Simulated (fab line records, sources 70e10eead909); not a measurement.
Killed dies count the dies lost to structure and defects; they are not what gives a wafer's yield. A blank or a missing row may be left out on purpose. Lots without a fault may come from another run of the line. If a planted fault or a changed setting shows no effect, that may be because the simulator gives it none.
Matching of chambers || flow nand_harc || 4 sister chambers for NHARC_P_M0_STRIP_18 on rie_diel-05
The step strips in N2/H2. 8 wafers are shown with their chamber, then 7 later ones without.

WAFERS, EACH WITH ITS CHAMBER
{"wafer": "L076.4", "chamber": 2, "drypump_motor_current_A (A)": 5.7, "showerhead_plenum_p_Torr (Torr)": 1.92}
{"wafer": "L078.3", "chamber": 1, "drypump_motor_current_A (A)": 4.9, "showerhead_plenum_p_Torr (Torr)": 2.12}
{"wafer": "L080.1", "chamber": 1, "drypump_motor_current_A (A)": 4.9, "showerhead_plenum_p_Torr (Torr)": 2.12}
{"wafer": "L083.2", "chamber": 0, "drypump_motor_current_A (A)": 6.0, "showerhead_plenum_p_Torr (Torr)": 1.95}
{"wafer": "L083.5", "chamber": 3, "drypump_motor_current_A (A)": 5.2, "showerhead_plenum_p_Torr (Torr)": 2.12}
{"wafer": "L083.6", "chamber": 2, "drypump_motor_current_A (A)": 5.7, "showerhead_plenum_p_Torr (Torr)": 1.92}
{"wafer": "L087.2", "chamber": 3, "drypump_motor_current_A (A)": 5.3, "showerhead_plenum_p_Torr (Torr)": 2.11}
{"wafer": "L087.3", "chamber": 0, "drypump_motor_current_A (A)": 6.0, "showerhead_plenum_p_Torr (Torr)": 1.94}

WAFERS WITH NO CHAMBER GIVEN
{"wafer": "L087.5", "drypump_motor_current_A (A)": 4.9, "showerhead_plenum_p_Torr (Torr)": 2.11}
{"wafer": "L088.1", "drypump_motor_current_A (A)": 5.3, "showerhead_plenum_p_Torr (Torr)": 2.11}
{"wafer": "L088.2", "drypump_motor_current_A (A)": 4.9, "showerhead_plenum_p_Torr (Torr)": 2.11}
{"wafer": "L088.4", "drypump_motor_current_A (A)": 6.0, "showerhead_plenum_p_Torr (Torr)": 1.94}
{"wafer": "L095.3", "drypump_motor_current_A (A)": 5.7, "showerhead_plenum_p_Torr (Torr)": 1.90}
{"wafer": "L095.5", "drypump_motor_current_A (A)": 5.7, "showerhead_plenum_p_Torr (Torr)": 1.90}
{"wafer": "L095.6", "drypump_motor_current_A (A)": 5.2, "showerhead_plenum_p_Torr (Torr)": 2.11}

EACH ONE'S CHAMBER
{"wafer": "L087.5", "from the rows above": 1, "in truth": 1}
{"wafer": "L088.1", "from the rows above": 3, "in truth": 3}
{"wafer": "L088.2", "from the rows above": 1, "in truth": 1}
{"wafer": "L088.4", "from the rows above": 0, "in truth": 0}
{"wafer": "L095.3", "from the rows above": 2, "in truth": 2}
{"wafer": "L095.5", "from the rows above": 2, "in truth": 2}
{"wafer": "L095.6", "from the rows above": 3, "in truth": 3}
7 of 7 placed correctly. Not placeable from these rows: 0. Wrongly placed: 0.
How it was worked out, from the rows above alone: a wafer's distance from a chamber is the root of the sum, over the readings, of the square of ((its reading less the chamber's mean) divided by the reading's scatter). If the next closest chamber is less than 2 further off than the closest, the wafer can't be placed; otherwise it belongs to the closest. The mean given for a chamber averages the wafers shown for that chamber. The scatter is the square root of a quotient: the sum, over the shown wafers, of each reading's squared deviation from its chamber's mean, divided by wafers minus chambers.
